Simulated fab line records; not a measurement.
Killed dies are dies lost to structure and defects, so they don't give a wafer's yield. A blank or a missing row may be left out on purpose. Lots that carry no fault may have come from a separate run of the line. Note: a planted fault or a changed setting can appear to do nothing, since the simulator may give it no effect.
fab line records    flow nand_harc
record: lots: 11  wafers: 33  last_day: 33
route steps=1302 shown P_GATE@131 END@1302
lots that met no fault: taken from a fault-free run of the same line
start_h: hours from the record's first day to the start of the lot's first wafer shown    wait_h: how many hours have passed since the lot's step before this one    " same as the row above    L1.1+2: a single row standing in for several wafers    - value missing, or start not given    * or withheld: withheld    < > ~ a bound
route shown NAME@n: names a module that has steps shown in the file, with the first one's number in the route    usual: average and standard deviation across the fault-free wafers    same: alike in all rows    chamber/n: place in a boat    sites: the reading at each site    _std_site: the values' standard deviation    _edge_site: inner sites' mean taken away from outer sites' mean    radius_mm: how far each site lies from the wafer's centre    mask NAME#n: copy n    behind: the most recent tool/chamber to have shaped the wafer    hold: the reason the lot was held/the length of the hold in hours/how it ended    device: whichever transistor did not switch (one of n, p or np)    end of line: at the end of the route, the tests of the same wafers    a step given without rows: its recipe and nothing more    killed: the dies lost at the first sort to structure and to defects; this is not the yield of the wafer    map: per-die view of a wafer (x killed, . not killed, _ where there is no die)
set.NAME: the setting as run; set.NAME@STEP: as run at that earlier step    model.NAME: the simulator's own value behind a step, which no gauge read
route steps across a sampled set of lots; one table per step, one row per wafer
services: a tool's chamber out of use, with start hour (start_h, from the record's first day; less than 0 if before it), hours out, and reason
== steps ==
step: NHARC_P_GATE_HM_DEP_102
recipe: target_thk_a: 1200  temp_c: 400  material: aC
usual: throttle_valve_pct: 35.000/0.0096
lot.wafer  tool        chamber  start_h  wait_h  throttle_valve_pct
L927.3     acl_dep-01  0        101.26   2.3     34.995
L927.4     "           0        "        "       35.020
L927.6     "           0        "        "       34.998
L929.1     acl_dep-01  0        120.35   3.6     35.008
L929.4     "           0        "        "       34.992
L929.5     "           0        "        "       35.005
L931.1     acl_dep-01  0        132.27   2.2     34.980
L931.3     "           0        "        "       35.012
L931.4     "           0        "        "       34.994
L939.2     acl_dep-01  0        219.97   3.1     34.992
L939.5     "           0        "        "       34.990
L939.6     "           0        "        "       34.996
L942.3     acl_dep-01  0        245.00   3.6     35.004
L942.4     "           0        "        "       35.003
L942.6     "           0        "        "       35.015
L941.1     acl_dep-01  0        245.43   4.0     34.981
L941.2     "           0        "        "       34.996
L941.4     "           0        "        "       35.005
L943.1     acl_dep-01  0        256.68   4.5     35.011
L943.3     "           0        "        "       34.994
L943.5     "           0        "        "       34.997
L944.3     acl_dep-01  0        261.75   2.1     35.006
L944.4     "           0        "        "       34.999
L944.6     "           0        "        "       35.000
L946.4     acl_dep-01  0        289.15   2.8     35.006
L946.5     "           0        "        "       34.998
L946.6     "           0        "        "       34.996
L947.2     acl_dep-03  0        295.92   0.5     35.006
L947.3     "           0        "        "       34.986
L947.4     "           0        "        "       34.999
L950.2     acl_dep-01  0        322.82   0.5     34.998
L950.4     "           0        "        "       35.000
L950.6     "           0        "        "       35.010
step: NHARC_P_GATE_OVL_MEAS_27
usual: overlay_x_nm: 0.1/0.79  overlay_y_nm: 0.0/1.1
lot.wafer  tool        chamber  start_h  wait_h  overlay_x_nm  overlay_y_nm
L927.3     overlay-02  -        102.48   -       1.2           0.1
L927.4     "           -        "        "       1.3           -0.3
L927.6     "           -        "        "       2.0           0.2
L929.1     overlay-01  -        121.77   -       -0.5          0.9
L929.4     "           -        "        "       -0.3          1.2
L929.5     "           -        "        "       -0.7          0.7
L931.1     overlay-02  -        133.69   -       0.0           0.1
L931.3     "           -        "        "       -0.9          0.5
L931.4     "           -        "        "       0.2           0.3
L939.2     overlay-01  -        221.29   -       -1.2          2.4
L939.5     "           -        "        "       -0.9          2.1
L939.6     "           -        "        "       -1.1          2.1
L942.3     overlay-02  -        246.22   -       0.8           1.3
L942.4     "           -        "        "       0.7           0.7
L942.6     "           -        "        "       1.3           1.0
L941.1     overlay-02  -        246.87   -       -0.6          0.4
L941.2     "           -        "        "       -0.8          0.7
L941.4     "           -        "        "       -0.1          0.7
L943.1     overlay-02  -        258.11   -       0.1           -1.6
L943.3     "           -        "        "       0.7           -2.0
L943.5     "           -        "        "       0.6           -1.3
L944.3     overlay-01  -        262.97   -       1.3           -1.9
L944.4     "           -        "        "       1.3           -1.1
L944.6     "           -        "        "       1.5           -2.0
L946.4     overlay-01  -        290.27   -       -0.1          -0.7
L946.5     "           -        "        "       -0.6          0.0
L946.6     "           -        "        "       -0.8          -0.8
L947.2     overlay-01  -        297.25   -       0.9           1.5
L947.3     "           -        "        "       0.9           1.8
L947.4     "           -        "        "       0.9           1.7
L950.2     overlay-01  -        324.30   -       0.3           0.1
L950.4     "           -        "        "       -0.1          0.7
L950.6     "           -        "        "       0.3           0.3
step: NHARC_P_GATE_INSPECT_28
usual: raw_defect_count: 6.4/2.9
lot.wafer  tool               chamber  start_h  wait_h  raw_defect_count
L927.3     defect_inspect-01  -        102.52   0.0     1
L927.4     "                  -        "        "       7
L927.6     "                  -        "        "       9
L929.1     defect_inspect-02  -        121.80   0.0     293
L929.4     "                  -        "        "       274
L929.5     "                  -        "        "       251
L931.1     defect_inspect-02  -        133.72   0.0     303
L931.3     "                  -        "        "       255
L931.4     "                  -        "        "       241
L939.2     defect_inspect-02  -        221.33   0.0     8
L939.5     "                  -        "        "       10
L939.6     "                  -        "        "       6
L942.3     defect_inspect-02  -        246.25   0.0     6
L942.4     "                  -        "        "       11
L942.6     "                  -        "        "       6
L941.1     defect_inspect-01  -        246.90   0.0     3
L941.2     "                  -        "        "       8
L941.4     "                  -        "        "       4
L943.1     defect_inspect-01  -        258.15   0.0     2
L943.3     "                  -        "        "       7
L943.5     "                  -        "        "       3
L944.3     defect_inspect-02  -        263.01   0.0     7
L944.4     "                  -        "        "       9
L944.6     "                  -        "        "       9
L946.4     defect_inspect-02  -        290.31   0.0     10
L946.5     "                  -        "        "       9
L946.6     "                  -        "        "       4
L947.2     defect_inspect-01  -        297.29   0.0     13
L947.3     "                  -        "        "       3
L947.4     "                  -        "        "       3
L950.2     defect_inspect-02  -        324.34   0.0     6
L950.4     "                  -        "        "       11
L950.6     "                  -        "        "       7
step: NHARC_P_GATE_ETCH_104
recipe: target_depth_a: 600  time_s: withheld  cf4_flow_sccm: 100  chf3_flow_sccm: 30  ar_flow_sccm: 0  rf_w: 500  bias_w: 200  chemistry: CF4/CHF3
usual: drypump_motor_current_A: 5.7/0.45  oes_product_au: 0.952/0.024  rf_vpp_V: 371.3/2  showerhead_plenum_p_Torr: 1.59/0.054  throttle_valve_pct: 16.802/0.0095
lot.wafer  tool         chamber  start_h  wait_h  drypump_motor_current_A  oes_product_au  rf_vpp_V  showerhead_plenum_p_Torr  throttle_valve_pct
L927.3     rie_diel-09  1        102.67   0.1     6.7                      0.922           368.0     1.54                      16.802
L927.4     "            3        "        "       6.0                      0.930           372.1     1.65                      16.797
L927.6     "            0        "        "       5.7                      0.915           373.9     1.67                      16.801
L929.1     rie_diel-10  1        121.95   0.1     5.9                      0.929           370.0     1.57                      16.797
L929.4     "            0        "        "       5.8                      0.932           369.7     1.55                      16.820
L929.5     "            2        "        "       4.9                      0.945           372.0     1.66                      16.803
L931.1     rie_diel-09  1        133.87   0.1     6.7                      0.926           369.8     1.54                      16.793
L931.3     "            2        "        "       5.8                      0.933           369.6     1.55                      16.809
L931.4     "            3        "        "       6.0                      0.930           372.4     1.65                      16.812
L939.2     rie_diel-09  0        221.47   0.1     5.7                      0.934           373.3     1.66                      16.813
L939.5     "            0        "        "       5.7                      0.928           374.7     1.66                      16.800
L939.6     "            1        "        "       6.7                      0.910           370.3     1.54                      16.829
L942.4     rie_diel-04  2        246.40   0.1     5.8                      0.966           367.9     1.52                      16.808
L942.3     "            1        "        "       6.0                      0.955           375.1     1.69                      16.796
L942.6     "            3        "        "       5.4                      0.972           370.7     1.58                      16.790
L941.2     rie_diel-09  3        247.25   0.3     6.0                      0.963           372.6     1.65                      16.813
L941.1     "            0        "        "       5.7                      0.959           371.7     1.66                      16.799
L941.4     "            2        "        "       5.8                      0.957           369.0     1.55                      16.812
L943.1     rie_diel-10  3        258.30   0.1     5.1                      0.981           373.3     1.60                      16.803
L943.3     "            1        "        "       5.9                      0.990           370.7     1.57                      16.818
L943.5     "            2        "        "       4.9                      0.973           373.9     1.66                      16.798
L944.3     rie_diel-09  0        263.15   0.1     5.7                      0.970           372.7     1.66                      16.805
L944.4     "            2        "        "       5.8                      0.980           370.2     1.55                      16.814
L944.6     "            0        "        "       5.7                      0.981           374.1     1.66                      16.787
L946.4     rie_diel-09  1        290.45   0.1     6.7                      0.942           369.0     1.54                      16.801
L946.6     "            1        "        "       6.7                      0.940           369.9     1.54                      16.812
L946.5     "            2        "        "       5.8                      0.974           370.1     1.55                      16.820
L947.2     rie_diel-10  1        297.44   0.1     5.9                      1.009           370.6     1.56                      16.813
L947.3     "            2        "        "       4.9                      0.978           374.8     1.66                      16.805
L947.4     "            3        "        "       5.1                      0.979           371.7     1.60                      16.794
L950.4     rie_diel-10  3        324.49   0.1     5.1                      0.983           370.1     1.60                      16.782
L950.2     "            0        "        "       5.8                      0.976           371.1     1.54                      16.800
L950.6     "            2        "        "       4.9                      0.968           373.5     1.66                      16.814
step: NHARC_P_GATE_STRIP_108
recipe: o2_flow_sccm: 500  ar_flow_sccm: 0  bias_w: 0  chemistry: O2
usual: drypump_motor_current_A: 5.7/0.44  oes_product_au: 1.002/0.011  rf_vpp_V: 57.9/0.83  showerhead_plenum_p_Torr: 3.57/0.12  throttle_valve_pct: 17.037/0.0095
lot.wafer  tool         chamber  start_h  wait_h  drypump_motor_current_A  oes_product_au  rf_hours_counter_h  rf_vpp_V  showerhead_plenum_p_Torr  throttle_valve_pct
L927.3     rie_diel-10  0        103.20   -       5.8                      0.993           1.7                 58.2      3.47                      17.031
L927.4     "            2        "        "       4.9                      1.022           2.1                 57.8      3.73                      17.025
L927.6     "            0        "        "       5.8                      0.993           -                   57.2      3.47                      17.036
L929.4     rie_diel-09  0        122.51   -       5.7                      1.019           7.0                 58.1      3.73                      17.034
L929.1     "            1        "        "       6.7                      1.001           6.9                 58.6      3.45                      17.036
L929.5     "            0        "        "       5.7                      1.010           -                   59.3      3.73                      17.042
L931.3     rie_diel-10  1        134.44   -       5.9                      1.025           4.4                 56.7      3.51                      17.035
L931.1     "            2        "        "       4.9                      1.030           4.6                 59.6      3.73                      17.025
L931.4     "            0        "        "       5.8                      1.013           4.4                 57.8      3.47                      17.046
L939.2     rie_diel-09  1        222.02   -       6.7                      0.989           4.6                 57.9      3.45                      17.028
L939.5     "            0        "        "       5.7                      1.011           -                   59.9      3.73                      17.034
L939.6     "            1        "        "       6.7                      0.987           -                   58.5      3.45                      17.022
L942.4     rie_diel-04  0        247.00   -       5.4                      0.986           4.4                 58.5      3.53                      17.033
L942.3     "            3        "        "       5.4                      1.006           3.9                 59.0      3.54                      17.028
L942.6     "            1        "        "       6.0                      1.008           -                   59.5      3.78                      17.033
L941.4     rie_diel-04  2        247.84   -       5.9                      0.996           3.6                 56.7      3.41                      17.038
L941.1     "            0        "        "       5.4                      0.995           4.5                 59.6      3.53                      17.047
L941.2     "            1        "        "       6.0                      0.997           4.1                 57.2      3.78                      17.035
L943.3     rie_diel-04  2        258.83   -       5.9                      0.998           3.7                 57.0      3.41                      17.036
L943.1     "            3        "        "       5.5                      1.004           4.1                 58.0      3.54                      17.037
L943.5     "            2        "        "       5.9                      0.984           -                   57.6      3.41                      17.026
L944.4     rie_diel-04  2        263.69   -       5.8                      0.994           3.7                 57.3      3.41                      17.040
L944.3     "            1        "        "       6.0                      1.000           4.2                 57.1      3.78                      17.030
L944.6     "            3        "        "       5.5                      0.994           -                   58.3      3.54                      17.060
L946.4     rie_diel-04  2        291.04   -       5.9                      0.995           6.1                 55.6      3.41                      17.053
L946.6     "            3        "        "       5.4                      1.005           -                   57.8      3.54                      17.043
L946.5     "            0        "        "       5.4                      0.985           -                   57.5      3.53                      17.044
L947.3     rie_diel-09  3        297.99   -       6.0                      0.999           8.7                 57.5      3.69                      17.049
L947.2     "            0        "        "       5.7                      1.005           9.4                 58.5      3.73                      17.059
L947.4     "            1        "        "       6.7                      0.979           6.9                 55.9      3.45                      17.030
L950.4     rie_diel-10  0        325.47   -       5.8                      1.008           4.1                 57.1      3.46                      17.022
L950.2     "            1        "        "       5.9                      1.017           3.6                 57.6      3.51                      17.032
L950.6     "            0        "        "       5.8                      1.007           -                   58.3      3.46                      17.034
step: NHARC_P_GATE_INSPECT_68
usual: raw_defect_count: 199/64
lot.wafer  tool               chamber  start_h  wait_h  raw_defect_count
L927.3     defect_inspect-01  -        120.82   0.1     127
L927.4     "                  -        "        "       72
L927.6     "                  -        "        "       262
L929.1     defect_inspect-01  -        140.16   0.2     502
L929.4     "                  -        "        "       529
L929.5     "                  -        "        "       476
L931.1     defect_inspect-02  -        155.46   0.2     486
L931.3     "                  -        "        "       410
L931.4     "                  -        "        "       393
L939.2     defect_inspect-01  -        239.70   0.1     223
L939.5     "                  -        "        "       275
L939.6     "                  -        "        "       281
L942.3     defect_inspect-01  -        264.68   0.1     238
L942.4     "                  -        "        "       330
L942.6     "                  -        "        "       198
L941.1     defect_inspect-01  -        265.51   0.2     183
L941.2     "                  -        "        "       180
L941.4     "                  -        "        "       125
L943.1     defect_inspect-01  -        276.40   0.2     175
L943.3     "                  -        "        "       134
L943.5     "                  -        "        "       143
L944.3     defect_inspect-01  -        281.17   0.1     156
L944.4     "                  -        "        "       161
L944.6     "                  -        "        "       235
L946.4     defect_inspect-01  -        310.74   0.1     181
L946.5     "                  -        "        "       220
L946.6     "                  -        "        "       122
L947.2     defect_inspect-02  -        315.84   0.2     146
L947.3     "                  -        "        "       307
L947.4     "                  -        "        "       217
L950.2     defect_inspect-01  -        343.22   0.1     189
L950.4     "                  -        "        "       182
L950.6     "                  -        "        "       267
step: NHARC_END_SORT_01
recipe: temp_c: 25
usual: killed_at_array: 56/18  killed_at_other: 1.4/1.5  killed_at_periphery: 4/3.1  killed_dies: 61/19  killed_open: 3.5/1.8  killed_short: 2.4/1.4
same: gross_dies: 677
lot.wafer  tool       chamber  start_h  wait_h  killed_at_array  killed_at_other  killed_at_periphery  killed_dies  killed_open  killed_short
L929.1     prober-01  0        592.95   2.5     59               2                51                   112          3            1
L929.4     prober-01  0        595.32   3.4     52               3                58                   113          7            1
L929.5     prober-01  0        596.12   3.7     53               1                54                   108          3            2
L931.1     prober-02  0        600.96   2.5     71               1                52                   124          2            2
L931.3     prober-02  0        602.53   3.1     58               2                48                   108          2            2
L931.4     prober-02  0        603.31   3.4     64               6                49                   119          4            1
killed by level:class
L929.1 P_GATE:unspecified=45 A_CHANNEL_HOLE_D2:chamber_film_flake=42 P_M2:chamber_film_flake=5 A_CONTACT:chamber_film_flake=4 A_M0:geometric_particle:open=2 A_CHANNEL_HOLE_D1:chamber_film_flake=2 A_WL_FILL:chamber_film_flake=2 A_STAIRCASE:chamber_film_flake=2
L929.4 P_GATE:unspecified=53 A_CHANNEL_HOLE_D2:chamber_film_flake=35 A_CONTACT:chamber_film_flake=4 A_ONON_D2:geometric_particle:open=3 A_BONDPAD:chamber_film_flake=3 THIN_TSV:chamber_film_flake=3 P_CONTACT:geometric_particle:open=2 A_M0:geometric_particle:open=2
L929.5 P_GATE:unspecified=47 A_CHANNEL_HOLE_D2:chamber_film_flake=30 A_CHANNEL_HOLE_D1:chamber_film_flake=6 P_M2:chamber_film_flake=5 A_CONTACT:chamber_film_flake=4 A_WL_FILL:chamber_film_flake=3 A_SGD_CUT:chamber_film_flake=2 P_CONTACT:geometric_particle:short=1
L931.1 P_GATE:unspecified=47 A_CHANNEL_HOLE_D1:chamber_film_flake=33 A_CHANNEL_HOLE_D2:chamber_film_flake=28 P_ZERO_WELL:chamber_film_flake=3 A_CHANNEL_FILL_D2:chamber_film_flake=3 A_WL_FILL:geometric_particle:short=2 P_CONTACT:geometric_particle:open=1 A_M1:geometric_particle:open=1
L931.3 P_GATE:unspecified=45 A_CHANNEL_HOLE_D1:chamber_film_flake=32 A_CHANNEL_HOLE_D2:chamber_film_flake=16 A_STAIRCASE:chamber_film_flake=3 A_CHANNEL_FILL_D2:chamber_film_flake=3 THIN_TSV:chamber_film_flake=2 P_STI:geometric_particle:short=1 P_M1:geometric_particle:open=1
L931.4 P_GATE:unspecified=46 A_CHANNEL_HOLE_D2:chamber_film_flake=29 A_CHANNEL_HOLE_D1:chamber_film_flake=19 THIN_TSV:chamber_film_flake=6 A_STAIRCASE:chamber_film_flake=5 A_CHANNEL_FILL_D2:chamber_film_flake=3 A_DECK1_JOINT:chamber_film_flake=2 A_CONTACT:chamber_film_flake=2
== services ==
tool         chamber  start_h  hours  kind
rie_diel-09  0        97.60    -      clean
rie_diel-09  1        97.60    -      clean
rie_diel-09  2        97.60    -      clean
rie_diel-09  3        97.60    -      clean
rie_diel-04  0        110.28   1.3    repair
acl_dep-03   -        117.40   13.0   pm
rie_diel-09  0        122.10   -      clean
rie_diel-09  1        122.10   -      clean
rie_diel-09  2        122.10   -      clean
rie_diel-09  3        122.10   -      clean
rie_diel-04  2        124.07   7.6    repair
rie_diel-04  0        130.44   4.2    repair
rie_diel-09  -        143.10   9.0    pm
rie_diel-09  0        143.10   9.0    vent_cycle
rie_diel-09  1        143.10   9.0    vent_cycle
rie_diel-09  2        143.10   9.0    vent_cycle
rie_diel-09  3        143.10   9.0    vent_cycle
rie_diel-04  -        177.90   9.0    pm
acl_dep-01   -        189.04   13.0   pm
rie_diel-10  -        242.50   9.0    pm
rie_diel-09  1        246.60   14.7   repair
rie_diel-04  1        293.79   5.0    repair
acl_dep-03   -        298.40   13.0   pm
rie_diel-09  -        320.10   9.0    pm
== key ==
first_sign: step: NHARC_P_GATE_INSPECT_28  reading: raw_defect_count  direction: up  sigmas: 89  usual: 6.4  struck: 269.5
effect: step: NHARC_P_GATE_INSPECT_68  reading: raw_defect_count  direction: up  sigmas: 4.2  usual: 199  struck: 466
effect: step: NHARC_END_SORT_01  reading: killed_at_periphery  direction: up  sigmas: 16  usual: 4  struck: 52
more_kills_born_at: NHARC_P_GATE_HM_DEP_102@acl_dep-01: 283
met_at NHARC_P_GATE_HM_DEP_102
struck_lots L929,L931
tester_left_out L929,L931
not_acting_at NHARC_P_GATE_OVL_MEAS_27,NHARC_P_GATE_ETCH_104,NHARC_P_GATE_STRIP_108
onset_between 101.26 120.35
fault: kind: chamber_particle_source  tool: acl_dep-01  chamber: -  onset_h: 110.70  steps: NHARC_P_GATE_HM_DEP_102  rate_per_visit_cm2: 0.39907  end_h: 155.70
tester_left_out: of these lots the tester's yield and bins aren't shown, on N5 and GAA mostly nor the transistor test; their killed dies are dies lost to structure and defects alone, not to doping, threshold or leakage, so they don't give the yield
